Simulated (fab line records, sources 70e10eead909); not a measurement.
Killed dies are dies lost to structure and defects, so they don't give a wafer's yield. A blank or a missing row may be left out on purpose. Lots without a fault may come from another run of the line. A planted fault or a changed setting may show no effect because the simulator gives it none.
fab line records | flow nand_harc
record lots=24 wafers=72 last_day=24
route steps=1159 shown P_CONTACT@233 P_M0@267 P_M1@306 P_M2@329 P_BONDPAD@380
lots that met no fault: from a run of the same line without faults
start_h: hours from the record's first day to the start of the lot's first wafer shown | wait_h: hours since the lot's step before | " the same as in the row above | L1.1+2: a row that stands for several wafers | - no value, or no start given | * or withheld: withheld | < > ~ a bound
route shown NAME@n: a module of which the file shows steps, and the number in the route of the first | usual: mean/standard deviation of fault-free wafers | same: alike in all rows | chamber/n: place in a boat | sites: the reading at each site | _std_site: their standard deviation | _edge_site: outer sites' mean less inner sites' | radius_mm: how far each site lies from the wafer's centre | mask NAME#n: copy n | behind: the tool/chamber that last shaped the wafer | hold: why the lot was held/for how many hours/how that ended | device: the transistor (n, p or np) that didn't switch | end of line: the same wafers' tests at the end of the route | a step without rows: its recipe alone | killed: dies lost to structure and defects at the first sort, not the wafer's yield | map: a wafer's dies, x killed, . not, _ none there
set.NAME: the setting as run; set.NAME@STEP: as run at that earlier step | model.NAME: the simulator's own value behind a step, which no gauge read
steps of the route over a sample of lots; a table a step, a row a wafer
services: from which hour (start_h, from the record's first day; less than 0 if before it) a tool's chamber was out of use, for how many hours, and why
## steps
# step NHARC_P_CONTACT_OVL_MEAS_13
# usual overlay_x_nm=0.0/0.81 overlay_y_nm=-0.2/0.89
# columns lot.wafer tool chamber start_h wait_h overlay_x_nm overlay_y_nm
L074.2 overlay-02 - 104.37 - -0.8 -1.3
L074.4 " - " " -0.6 -1.3
L074.6 " - " " -1.1 -0.9
L075.1 overlay-02 - 118.42 - -0.5 -0.8
L075.3 " - " " -0.9 -1.1
L075.6 " - " " 0.3 -1.0
L076.2 overlay-01 - 119.32 - -0.5 1.0
L076.3 " - " " -0.8 0.9
L076.5 " - " " -0.1 0.8
L078.3 overlay-01 - 132.58 - 0.4 -0.9
L078.5 " - " " 0.4 -0.6
L078.6 " - " " 0.3 -0.7
L077.1 overlay-01 - 132.76 - -0.2 0.1
L077.3 " - " " -0.5 0.4
L077.5 " - " " -0.5 0.2
L079.1 overlay-01 - 143.80 - -0.7 -0.5
L079.2 " - " " -0.2 -0.1
L079.3 " - " " -0.4 -1.0
L081.4 overlay-01 - 148.43 - 0.9 -0.9
L081.5 " - " " 0.4 -1.1
L081.6 " - " " 0.4 -0.8
L080.1 overlay-01 - 149.41 - 1.2 0.8
L080.5 " - " " 0.9 0.8
L080.6 " - " " 0.9 1.4
L083.2 overlay-01 - 160.04 - 1.4 -1.0
L083.3 " - " " 1.9 -1.3
L083.4 " - " " 1.5 -1.2
L082.3 overlay-01 - 160.39 - 0.2 -0.6
L082.4 " - " " -0.1 -0.4
L082.6 " - " " 0.2 -1.0
L085.1 overlay-01 - 184.06 - 1.5 1.5
L085.3 " - " " 1.3 2.0
L085.5 " - " " 1.6 1.4
L086.1 overlay-02 - 191.71 - 0.5 -1.0
L086.3 " - " " 0.3 -1.1
L086.5 " - " " -0.3 -0.6
L087.2 overlay-01 - 192.72 - 0.3 -0.8
L087.3 " - " " 0.7 -0.7
L087.5 " - " " 0.6 -0.7
L084.2 overlay-02 - 195.27 - 0.0 0.0
L084.3 " - " " 0.3 0.3
L084.4 " - " " 0.5 0.2
L089.3 overlay-01 - 201.26 - -0.5 0.8
L089.4 " - " " -1.0 2.1
L089.5 " - " " -0.7 1.3
L088.1 overlay-02 - 203.43 - -0.8 -0.5
L088.3 " - " " 0.0 -1.1
L088.6 " - " " -0.8 -0.8
L090.1 overlay-01 - 214.29 - -0.4 -0.1
L090.2 " - " " -0.3 0.5
L090.3 " - " " -0.4 1.0
L093.2 overlay-01 - 221.76 - -0.3 -1.1
L093.3 " - " " 0.1 -0.5
L093.6 " - " " -0.5 -1.0
L094.1 overlay-02 - 222.57 - -0.8 -0.3
L094.3 " - " " -0.6 -0.1
L094.5 " - " " -0.6 -0.6
L091.4 overlay-01 - 222.90 - -0.2 -0.9
L091.5 " - " " 0.3 -1.1
L091.6 " - " " 0.0 -0.5
L092.1 overlay-02 - 227.87 - 0.3 -0.2
L092.2 " - " " 0.1 -0.4
L092.6 " - " " 0.4 -0.3
L096.1 overlay-01 - 238.85 - -2.3 -1.3
L096.3 " - " " -1.8 -1.6
L096.4 " - " " -2.3 -0.8
L095.2 overlay-01 - 239.33 - 0.3 0.9
L095.3 " - " " 0.2 0.3
L095.4 " - " " 0.1 -0.2
L097.2 overlay-01 - 245.52 - 0.3 0.5
L097.3 " - " " -0.3 0.9
L097.6 " - " " -0.3 0.8
# step NHARC_P_CONTACT_CMP_24
# recipe t_overpolish_s=30 target_thk_nm=200
# usual motor_current_A=12.0/1 overpolish_run_s=29.999/0.0093 pad_life_wafers=254/140 retaining_ring_pressure_frac=1.000/0.0047 time_to_endpoint_s=39.5/2.6
# columns lot.wafer tool chamber start_h wait_h motor_current_A overpolish_run_s pad_life_wafers retaining_ring_pressure_frac time_to_endpoint_s
L074.2 cmp-03 2 107.27 0.6 13.7 29.998 211 1.001 33.5
L074.4 " 0 " " 11.1 29.986 213 0.999 35.5
L074.6 " 2 " " 13.8 29.983 - 1.005 33.7
L075.3 cmp-02 3 124.63 0.3 12.0 30.003 546 1.002 41.4
L075.1 " 1 " " 11.4 29.994 548 1.000 39.8
L075.6 " 0 " " 12.9 30.007 - 0.999 38.6
L076.3 cmp-03 0 125.20 0.3 11.4 29.980 290 0.997 41.9
L076.2 " 1 " " 11.9 30.003 291 1.000 40.9
L076.5 " 2 " " 13.8 30.009 - 1.005 40.7
L078.3 cmp-03 3 140.91 0.4 11.4 29.994 356 0.997 38.1
L078.6 " 1 " " 11.2 30.016 - 0.991 38.6
L078.5 " 2 " " 13.8 30.014 - 1.002 38.0
L077.1 cmp-03 3 141.40 0.5 11.8 29.995 360 1.005 36.7
L077.3 " 1 " " 12.1 29.987 362 0.991 40.7
L077.5 " 3 " " 12.9 30.003 - 1.004 39.8
L079.1 cmp-01 1 146.73 0.6 10.6 29.997 408 1.003 37.4
L079.2 " 2 " " 10.9 29.988 409 0.999 36.6
L079.3 " 3 " " 13.7 30.028 410 1.001 38.3
L081.4 cmp-03 1 151.73 0.3 11.0 30.004 392 1.000 37.9
L081.5 " 3 " " 12.1 29.998 - 0.996 37.2
L081.6 " 0 " " 11.7 29.987 - 1.006 37.6
L080.1 cmp-02 0 152.50 0.6 13.3 29.999 138 1.004 42.5
L080.6 " 0 " " 13.1 29.999 - 1.003 41.6
L080.5 " 1 " " 11.7 30.005 - 0.997 40.2
L083.4 cmp-03 3 167.40 0.4 12.2 29.992 24 1.000 35.1
L083.2 " 0 " " 11.6 29.996 25 0.998 37.2
L083.3 " 2 " " 13.7 29.997 27 0.994 35.0
L082.3 cmp-03 0 167.96 0.4 11.3 29.988 31 1.000 41.9
L082.4 " 2 " " 13.3 30.004 33 0.996 37.1
L082.6 " 3 " " 12.3 30.002 - 0.998 40.2
L085.1 cmp-02 1 188.74 0.6 11.5 30.001 282 1.008 40.7
L085.3 " 0 " " 13.0 30.008 285 0.997 42.7
L085.5 " 2 " " 12.0 29.992 - 1.001 46.2
L086.3 cmp-03 1 198.16 0.4 11.0 30.009 115 1.003 42.1
L086.1 " 3 " " 11.6 29.980 117 1.004 40.8
L086.5 " 0 " " 10.9 30.006 - 1.001 39.7
L087.3 cmp-01 2 198.74 0.3 11.3 30.003 68 1.000 38.9
L087.2 " 3 " " 13.7 30.003 69 1.000 42.2
L087.5 " 0 " " 11.0 30.020 - 1.004 38.4
L084.2 cmp-02 2 205.78 0.5 12.0 30.030 378 1.001 42.2
L084.3 " 0 " " 12.7 30.005 380 0.994 42.1
L084.4 " 1 " " 11.6 30.002 381 0.998 39.7
L089.3 cmp-01 3 212.22 0.4 13.2 29.995 120 0.997 35.9
L089.4 " 1 " " 11.0 30.006 122 0.994 38.8
L089.5 " 0 " " 11.1 30.008 - 0.997 36.9
L088.1 cmp-03 0 212.47 0.5 11.6 30.007 194 0.994 41.1
L088.3 " 1 " " 11.3 29.993 195 0.996 41.4
L088.6 " 2 " " 13.3 29.990 - 1.006 38.6
L090.1 cmp-01 0 217.77 0.5 11.6 29.993 180 1.005 42.6
L090.3 " 2 " " 10.8 30.011 182 1.003 41.0
L090.2 " 3 " " 13.0 29.990 183 1.003 44.4
L093.3 cmp-03 1 224.68 0.4 11.8 29.997 307 1.001 38.8
L093.2 " 2 " " 14.7 30.007 308 0.995 37.3
L093.6 " 0 " " 11.4 30.002 - 1.003 39.4
L094.1 cmp-03 1 225.36 0.6 11.5 30.003 318 1.017 41.4
L094.3 " 3 " " 12.6 30.005 320 0.991 38.2
L094.5 " 2 " " 13.9 29.993 - 1.002 36.2
L091.4 cmp-03 1 225.72 0.3 11.3 29.994 331 1.006 38.9
L091.5 " 0 " " 11.8 30.016 - 0.994 41.8
L091.6 " 1 " " 11.3 29.990 - 1.003 38.9
L092.2 cmp-03 1 233.42 0.5 11.8 29.990 414 0.995 38.6
L092.1 " 3 " " 12.5 29.990 416 0.991 39.4
L092.6 " 2 " " 14.3 29.994 - 0.997 36.2
L096.1 cmp-02 2 243.78 0.5 12.4 29.999 102 1.010 38.4
L096.4 " 3 " " 12.7 30.006 103 1.005 39.6
L096.3 " 0 " " 13.1 29.978 104 1.002 38.1
L095.4 cmp-01 2 244.32 0.3 10.5 29.995 384 1.000 36.7
L095.3 " 3 " " 13.3 29.984 385 1.006 39.0
L095.2 " 0 " " 11.3 29.988 386 0.991 36.9
L097.2 cmp-02 1 248.68 0.6 11.4 30.009 120 0.999 44.7
L097.3 " 0 " " 14.3 29.984 123 1.000 42.5
L097.6 " 1 " " 11.6 30.004 - 0.997 44.9
# step NHARC_P_M0_ETCH_34
# recipe target_depth_a=400 overetch_a=120 time_s=43.94 ion_energy_ev=200 n2_flow_sccm=150 h2_flow_sccm=150 ar_flow_sccm=0 rf_w=400 bias_w=150 chemistry=N2/H2
# usual drypump_motor_current_A=5.9/0.32 h2_flow_sccm=150.1/0.48 mfc_ar_sccm=0.003/0.0044 oes_product_au=0.997/0.0083 rf_vpp_V=429.6/2.3 showerhead_plenum_p_Torr=2.00/0.082 throttle_valve_pct=14.170/0.0083
# columns lot.wafer tool chamber start_h wait_h drypump_motor_current_A h2_flow_sccm mfc_ar_sccm oes_product_au rf_hours_counter_h rf_vpp_V showerhead_plenum_p_Torr throttle_valve_pct
L074.4 rie_diel-10 2 108.83 0.1 6.0 149.7 0.001 0.983 5 429.1 2.01 14.174
L074.2 " 0 " " 5.4 149.8 0.000 0.998 6 429.5 1.97 14.165
L074.6 " 2 " " 6.0 150.2 0.001 0.999 - 429.7 2.01 14.169
L075.3 rie_diel-10 2 126.08 0.1 6.0 149.8 0.001 1.002 6 429.3 2.00 14.182
L075.1 " 3 " " 6.1 150.8 0 1.004 7 427.8 1.91 14.165
L075.6 " 2 " " 6.1 149.9 0.001 0.991 - 428.5 2.01 14.157
L076.2 rie_diel-09 2 126.73 0.1 6.2 150.4 0.010 1.010 3 430.5 2.02 14.163
L076.3 " 1 " " 6.1 149.6 0 1.002 3 428.2 1.98 14.171
L076.5 " 0 " " 6.1 149.8 0 1.001 - 428.7 1.97 14.179
L078.3 rie_diel-09 1 142.38 0.1 6.1 149.7 0 0.997 3 429.3 1.98 14.169
L078.6 " 1 " " 6.1 150.0 0 1.005 - 429.9 1.98 14.170
L078.5 " 0 " " 6.0 150.0 0 0.992 - 427.0 1.97 14.184
L077.1 rie_diel-08 0 142.86 0.1 6.3 149.6 0 0.997 1 429.5 1.99 14.169
L077.3 " 1 " " 5.6 150.5 0 1.009 1 435.0 2.18 14.162
L077.5 " 3 " " 5.4 150.2 0.009 1.005 - 427.6 1.95 14.174
L079.2 rie_diel-08 2 148.39 0.1 5.9 150.6 0.002 0.999 1 428.8 1.93 14.171
L079.3 " 3 " " 5.4 148.9 0.009 1.005 1 426.6 1.95 14.171
L079.1 " 0 " " 6.3 150.3 0 1.004 1 430.7 1.99 14.179
L081.4 rie_diel-08 2 153.28 0.1 6.0 150.2 0.002 0.999 2 427.5 1.93 14.155
L081.5 " 3 " " 5.4 151.0 0.009 0.993 - 427.6 1.95 14.173
L081.6 " 0 " " 6.3 149.9 0 1.003 - 429.4 1.99 14.174
L080.1 rie_diel-08 0 154.09 0.1 6.3 149.1 0 0.998 2 430.6 1.99 14.179
L080.5 " 3 " " 5.4 149.5 0.009 0.988 - 428.1 1.95 14.174
L080.6 " 0 " " 6.3 149.7 0 0.996 - 429.5 1.99 14.167
L083.3 rie_diel-08 1 168.97 0.1 5.6 150.3 0 0.999 3 434.0 2.18 14.177
L083.2 " 2 " " 5.9 149.4 0.002 1.006 3 427.7 1.93 14.169
L083.4 " 0 " " 6.3 150.0 0 0.998 3 429.1 1.99 14.167
L082.4 rie_diel-08 0 169.55 0.1 6.3 150.2 0 1.000 3 429.7 1.99 14.175
L082.3 " 1 " " 5.6 149.6 0 0.999 3 433.1 2.18 14.173
L082.6 " 0 " " 6.3 150.3 0 0.998 - 430.6 1.99 14.183
L085.3 rie_diel-08 1 190.45 0.1 5.6 150.3 0 0.999 4 433.9 2.18 14.169
L085.1 " 0 " " 6.3 150.7 0 1.005 4 428.9 1.99 14.174
L085.5 " 1 " " 5.6 150.7 0 1.001 - 434.7 2.18 14.169
L086.1 rie_diel-08 1 199.72 0.1 5.6 150.8 0 1.012 5 433.8 2.18 14.165
L086.3 " 0 " " 6.3 151.0 0 0.997 4 429.8 1.99 14.179
L086.5 " 2 " " 6.0 149.8 0.002 1.001 - 427.0 1.93 14.153
L087.3 rie_diel-10 2 200.28 0.1 6.0 150.0 0.001 0.988 1 429.7 2.00 14.176
L087.2 " 3 " " 6.1 150.5 0 0.987 1 427.1 1.91 14.174
L087.5 " 2 " " 6.0 150.5 0.001 0.989 - 429.6 2.00 14.178
L084.3 rie_diel-10 0 207.42 0.1 5.4 149.8 0.000 0.982 1 429.1 1.97 14.188
L084.2 " 2 " " 6.0 149.7 0.001 0.987 1 428.6 2.00 14.183
L084.4 " 3 " " 6.1 149.0 0 0.980 1 425.9 1.91 14.169
L089.3 rie_diel-08 2 213.81 0.1 5.9 149.8 0.002 0.989 5 428.0 1.93 14.171
L089.4 " 0 " " 6.3 150.4 0 1.006 5 431.7 1.99 14.173
L089.5 " 1 " " 5.6 150.1 0 1.004 - 435.4 2.18 14.159
L088.1 rie_diel-10 3 214.00 0.1 6.1 150.1 0 0.976 1 427.0 1.91 14.172
L088.3 " 1 " " 5.4 150.6 0 0.980 1 429.6 2.00 14.170
L088.6 " 3 " " 6.1 150.1 0 0.984 - 428.1 1.91 14.157
L090.2 rie_diel-08 1 219.34 0.1 5.7 150.2 0 0.996 6 433.2 2.18 14.189
L090.1 " 2 " " 5.9 149.9 0.002 0.992 6 426.9 1.93 14.168
L090.3 " 3 " " 5.4 149.2 0.009 1.004 6 428.6 1.95 14.169
L093.3 rie_diel-09 0 226.12 0.1 6.1 150.0 0 0.993 11 428.9 1.96 14.181
L093.2 " 2 " " 6.2 149.3 0.010 0.991 11 428.7 2.02 14.168
L093.6 " 0 " " 6.0 150.5 0 0.991 - 429.4 1.96 14.158
L094.3 rie_diel-09 0 226.95 0.1 6.1 149.7 0 1.000 12 429.0 1.96 14.165
L094.1 " 1 " " 6.1 149.8 0 1.003 9 428.8 1.97 14.172
L094.5 " 0 " " 6.1 149.1 0 0.999 - 427.0 1.96 14.165
L091.4 rie_diel-10 1 227.30 0.1 5.5 150.1 0 0.982 2 428.2 2.00 14.185
L091.6 " 3 " " 6.1 150.6 0 0.985 - 425.8 1.91 14.170
L091.5 " 0 " " 5.4 149.9 0.000 0.987 - 428.2 1.97 14.171
L092.1 rie_diel-09 1 234.90 0.1 6.1 150.0 0 0.986 11 428.4 1.97 14.168
L092.2 " 2 " " 6.3 151.1 0.010 1.003 13 431.1 2.02 14.173
L092.6 " 0 " " 6.1 150.0 0 0.984 - 429.2 1.96 14.170
L096.1 rie_diel-09 0 245.23 0.1 6.1 150.0 0 0.993 14 428.5 1.96 14.170
L096.4 " 1 " " 6.1 149.9 0 0.991 11 429.2 1.97 14.177
L096.3 " 3 " " 6.2 149.9 0.018 0.996 9 432.3 2.11 14.183
L095.3 rie_diel-08 0 245.89 0.1 6.3 149.6 0 0.996 6 429.2 1.99 14.168
L095.2 " 2 " " 5.9 149.7 0.002 1.004 8 428.8 1.93 14.167
L095.4 " 3 " " 5.4 150.9 0.009 0.989 8 426.5 1.95 14.179
L097.3 rie_diel-08 2 250.26 0.1 5.9 149.4 0.002 0.995 9 427.9 1.93 14.162
L097.2 " 3 " " 5.4 149.8 0.009 0.998 8 428.4 1.94 14.167
L097.6 " 1 " " 5.6 150.9 0 1.016 - 434.2 2.18 14.165
# step NHARC_P_M1_PRE_CLEAN_30
# recipe time_s=30 temp_c=280 gas=H2/He
# usual heater_power_w=406/49
# columns lot.wafer tool chamber start_h wait_h heater_power_w
L074.2 pvd_sputter-03 - - - 441
L074.4 " - " " 528
L074.6 " - " " 554
L075.1 pvd_sputter-01 - - - 425
L075.3 " - " " 371
L075.6 " - " " 346
L076.3 pvd_sputter-02 - - - 381
L076.2 " - " " 352
L076.5 " - " " 376
L078.3 pvd_sputter-03 - - - 448
L078.6 " - " " 423
L078.5 " - " " 449
L077.1 pvd_sputter-03 - - - 548
L077.3 " - " " 418
L077.5 " - " " 545
L079.1 pvd_sputter-01 - - - 369
L079.2 " - " " 333
L079.3 " - " " 365
L081.4 pvd_sputter-02 - - - 360
L081.5 " - " " 432
L081.6 " - " " 382
L080.1 pvd_sputter-02 - - - 386
L080.5 " - " " 357
L080.6 " - " " 426
L083.3 pvd_sputter-03 - - - 537
L083.4 " - " " 452
L083.2 " - " " 430
L082.3 pvd_sputter-02 - - - 400
L082.4 " - " " 383
L082.6 " - " " 346
L085.3 pvd_sputter-01 - - - 394
L085.1 " - " " 367
L085.5 " - " " 415
L086.3 pvd_sputter-01 - - - 389
L086.1 " - " " 353
L086.5 " - " " 402
L087.3 pvd_sputter-01 - - - 396
L087.2 " - " " 363
L087.5 " - " " 381
L084.4 pvd_sputter-01 - - - 382
L084.2 " - " " 370
L084.3 " - " " 416
L089.3 pvd_sputter-01 - - - 354
L089.4 " - " " 401
L089.5 " - " " 356
L088.1 pvd_sputter-01 - - - 399
L088.3 " - " " 381
L088.6 " - " " 369
L090.2 pvd_sputter-03 - - - 538
L090.1 " - " " 422
L090.3 " - " " 437
L093.3 pvd_sputter-02 - - - 435
L093.2 " - " " 389
L093.6 " - " " 360
L094.3 pvd_sputter-02 - - - 387
L094.1 " - " " 422
L094.5 " - " " 354
L091.4 pvd_sputter-03 - - - 415
L091.5 " - " " 407
L091.6 " - " " 442
L092.1 pvd_sputter-03 - - - 539
L092.2 " - " " 456
L092.6 " - " " 419
L096.4 pvd_sputter-01 - - - 360
L096.3 " - " " 394
L096.1 " - " " 384
L095.2 pvd_sputter-02 - - - 362
L095.3 " - " " 426
L095.4 " - " " 378
L097.3 pvd_sputter-02 - - - 388
L097.2 " - " " 360
L097.6 " - " " 369
# step NHARC_P_M2_OVL_MEAS_10
# recipe pitch_nm=340
# usual overlay_x_nm=0.1/0.72 overlay_y_nm=-0.2/1
# columns lot.wafer tool chamber start_h wait_h overlay_x_nm overlay_y_nm
L074.2 overlay-02 - 117.09 - 1.3 -1.2
L074.4 " - " " 0.7 -1.5
L074.6 " - " " 0.5 -1.6
L075.1 overlay-02 - 134.10 - 0.4 -0.9
L075.3 " - " " 0.5 -0.9
L075.6 " - " " 0.9 -0.8
L076.2 overlay-02 - 135.01 - 0.5 0.3
L076.3 " - " " 0.1 0.2
L076.5 " - " " 0.5 0.6
L078.3 overlay-01 - 150.47 - -0.2 2.4
L078.5 " - " " -0.8 2.2
L078.6 " - " " -0.2 1.9
L077.1 overlay-01 - 150.97 - 0.3 1.0
L077.3 " - " " 0.5 0.9
L077.5 " - " " 0.3 0.3
L079.1 overlay-01 - 156.49 - 1.6 -2.2
L079.2 " - " " 0.7 -1.8
L079.3 " - " " 1.0 -2.0
L081.4 overlay-02 - 161.34 - 2.2 -1.6
L081.5 " - " " 1.7 -1.3
L081.6 " - " " 2.1 -1.4
L080.1 overlay-02 - 162.43 - -1.0 -0.5
L080.5 " - " " -0.3 -0.8
L080.6 " - " " -0.2 -0.2
L083.2 overlay-01 - 177.15 - -0.2 -1.5
L083.3 " - " " 0.2 -1.0
L083.4 " - " " -0.5 -1.6
L082.3 overlay-02 - 177.81 - -0.7 -0.9
L082.4 " - " " -0.2 -0.8
L082.6 " - " " -0.1 -0.4
L085.1 overlay-02 - 198.93 - 0.6 1.0
L085.3 " - " " 0.3 0.5
L085.5 " - " " -0.2 0.7
L086.1 overlay-02 - 208.66 - -0.4 -0.6
L086.3 " - " " -0.7 -0.5
L086.5 " - " " -0.8 -1.3
L087.2 overlay-01 - 209.40 - 0.4 -0.1
L087.3 " - " " -0.6 -0.6
L087.5 " - " " -0.1 -0.2
L084.2 overlay-01 - 215.37 - -0.1 -0.1
L084.3 " - " " -0.1 -0.2
L084.4 " - " " 0.2 -0.1
L089.3 overlay-02 - 221.96 - -0.2 -0.9
L089.4 " - " " -0.6 -0.8
L089.5 " - " " -0.3 -0.3
L088.1 overlay-01 - 222.32 - -0.6 0.2
L088.3 " - " " -0.2 0.0
L088.6 " - " " -0.1 0.0
L090.1 overlay-02 - 227.24 - -0.8 0.6
L090.2 " - " " -1.4 0.8
L090.3 " - " " -0.5 1.1
L093.2 overlay-02 - 234.46 - 0.2 0.8
L093.3 " - " " -0.6 0.3
L093.6 " - " " -0.5 0.3
L094.1 overlay-01 - 234.97 - 0.2 0.2
L094.3 " - " " 0.3 1.2
L094.5 " - " " 0.3 0.7
L091.4 overlay-01 - 235.87 - -0.1 0.7
L091.5 " - " " -0.4 0.4
L091.6 " - " " -0.7 0.8
L092.1 overlay-01 - 243.90 - 0.0 -0.2
L092.2 " - " " -0.6 -0.5
L092.6 " - " " -0.3 -0.8
L096.1 overlay-02 - 253.33 - 1.5 0.3
L096.3 " - " " 0.6 0.4
L096.4 " - " " 1.0 0.6
L095.2 overlay-01 - 253.99 - -0.4 0.3
L095.3 " - " " -0.5 0.9
L095.4 " - " " -0.7 0.2
L097.2 overlay-02 - 258.40 - 0.5 -2.3
L097.3 " - " " 0.5 -1.4
L097.6 " - " " 1.0 -1.8
# step NHARC_P_BONDPAD_CMP_19
# recipe t_overpolish_s=30 cu_recess_touch_s=16 target_thk_nm=160.81
# usual motor_current_A=12.0/0.95 overpolish_run_s=30.000/0.0089 pad_life_wafers=283/170 retaining_ring_pressure_frac=1.001/0.0051
# columns lot.wafer tool chamber start_h wait_h motor_current_A overpolish_run_s pad_life_wafers retaining_ring_pressure_frac
L074.2 cmp-02 3 123.92 - 12.1 29.977 542 0.998
L074.4 " 0 " " 13.5 29.989 543 0.999
L074.6 " 1 " " 11.7 30.004 - 1.005
L075.1 cmp-02 0 140.91 - 13.2 29.994 49 0.992
L075.3 " 2 " " 11.6 30.001 51 0.991
L075.6 " 3 " " 12.1 29.990 - 0.999
L076.3 cmp-01 2 141.72 - 11.2 30.008 355 1.008
L076.2 " 0 " " 11.7 29.998 357 0.988
L076.5 " 2 " " 11.2 29.996 - 1.005
L078.3 cmp-01 1 157.26 - 11.6 30.010 481 1.005
L078.6 " 0 " " 10.8 29.980 - 1.002
L078.5 " 1 " " 11.3 29.993 - 1.009
L077.1 cmp-02 0 158.04 - 13.8 30.009 169 1.001
L077.3 " 2 " " 12.4 30.009 171 1.007
L077.5 " 3 " " 12.2 30.006 - 1.002
L079.2 cmp-01 1 163.57 - 10.7 29.993 510 0.997
L079.1 " 2 " " 10.9 30.001 511 1.009
L079.3 " 0 " " 10.4 30.006 513 0.994
L081.4 cmp-01 2 168.49 - 10.9 29.996 537 1.003
L081.5 " 3 " " 13.8 30.003 - 0.999
L081.6 " 0 " " 11.1 29.988 - 0.996
L080.1 cmp-02 2 169.32 - 12.7 30.003 224 1.008
L080.5 " 0 " " 12.6 30.000 - 1.000
L080.6 " 1 " " 11.0 29.983 - 1.002
L083.2 cmp-03 0 184.23 - 11.9 29.986 78 0.995
L083.4 " 1 " " 11.2 30.016 79 1.008
L083.3 " 3 " " 13.0 30.000 81 0.997
L082.4 cmp-02 1 184.54 - 11.8 30.007 270 1.003
L082.3 " 0 " " 13.4 30.000 273 0.998
L082.6 " 2 " " 12.2 29.998 - 0.999
L085.1 cmp-01 0 205.92 - 11.4 29.995 85 1.003
L085.3 " 1 " " 11.3 30.001 86 1.008
L085.5 " 3 " " 13.6 29.998 - 1.005
L086.1 cmp-01 2 215.66 - 10.5 29.996 150 1.004
L086.3 " 3 " " 13.5 29.995 151 0.998
L086.5 " 2 " " 11.9 30.003 - 0.999
L087.2 cmp-02 1 216.32 - 11.8 29.980 457 1.001
L087.3 " 2 " " 12.2 29.997 458 0.990
L087.5 " 1 " " 11.0 30.005 - 1.004
L084.2 cmp-01 0 222.17 - 11.1 30.003 199 1.009
L084.3 " 1 " " 10.8 30.002 200 1.002
L084.4 " 2 " " 11.6 29.991 201 1.006
L089.3 cmp-01 1 228.75 - 11.0 30.030 258 0.995
L089.4 " 2 " " 11.0 29.997 259 1.001
L089.5 " 1 " " 11.0 29.996 - 1.002
L088.3 cmp-01 2 229.35 - 11.0 30.004 266 1.000
L088.1 " 3 " " 12.6 30.006 267 1.009
L088.6 " 1 " " 10.5 30.008 - 0.990
L090.2 cmp-03 0 234.54 - 11.3 29.995 420 0.997
L090.3 " 1 " " 11.2 30.014 421 0.999
L090.1 " 2 " " 13.8 30.005 422 0.998
L093.2 cmp-02 2 241.63 - 12.2 29.996 73 1.003
L093.3 " 0 " " 12.9 30.011 75 1.000
L093.6 " 2 " " 12.6 30.000 - 1.006
L094.3 cmp-02 0 242.45 - 12.9 30.000 90 0.997
L094.1 " 2 " " 12.0 29.989 92 1.012
L094.5 " 0 " " 13.2 29.989 - 1.006
L091.4 cmp-03 1 242.85 - 11.3 30.008 483 1.007
L091.6 " 2 " " 14.6 30.012 - 1.000
L091.5 " 3 " " 12.0 29.991 - 1.006
L092.1 cmp-01 2 250.83 - 10.9 30.002 414 1.009
L092.2 " 0 " " 11.1 30.017 416 0.999
L092.6 " 2 " " 11.3 29.995 - 1.007
L096.3 cmp-02 1 261.00 - 12.1 30.012 168 1.004
L096.4 " 2 " " 12.2 30.004 169 0.995
L096.1 " 3 " " 12.1 30.011 170 1.000
L095.4 cmp-01 1 261.37 - 11.0 29.998 474 1.005
L095.2 " 2 " " 11.5 30.001 475 0.999
L095.3 " 0 " " 11.7 30.003 477 1.015
L097.2 cmp-03 0 265.35 - 11.5 29.993 30 1.005
L097.3 " 2 " " 13.7 30.006 32 0.999
L097.6 " 0 " " 11.1 29.994 - 1.000
## services
# columns tool chamber start_h hours kind
cmp-01 - 92.30 3.3 repair
cmp-02 - 120.78 0.9 repair
rie_diel-08 - 125.00 9.0 pm
cmp-02 - 128.62 4.0 pm
cmp-03 - 144.40 4.6 repair
pvd_sputter-01 - 147.89 1.3 repair
cmp-03 - 156.00 4.0 pm
pvd_sputter-01 - 158.00 10.0 pm
pvd_sputter-01 - 169.28 0.5 repair
cmp-01 - 179.53 4.0 pm
cmp-02 - 180.92 0.7 repair
cmp-03 - 188.12 2.5 repair
cmp-01 - 200.08 2.4 repair
pvd_sputter-02 - 214.05 10.0 pm
cmp-02 - 217.90 1.2 repair
cmp-01 - 218.23 1.0 repair
cmp-01 - 222.95 3.0 repair
rie_diel-08 0 223.77 14.5 repair
cmp-02 - 226.62 4.0 pm
pvd_sputter-01 - 234.33 4.0 repair
cmp-03 - 244.09 1.8 repair
cmp-01 - 247.27 1.2 repair
cmp-03 - 254.00 4.0 pm
rie_diel-08 3 264.44 1.8 repair
## key
fault none
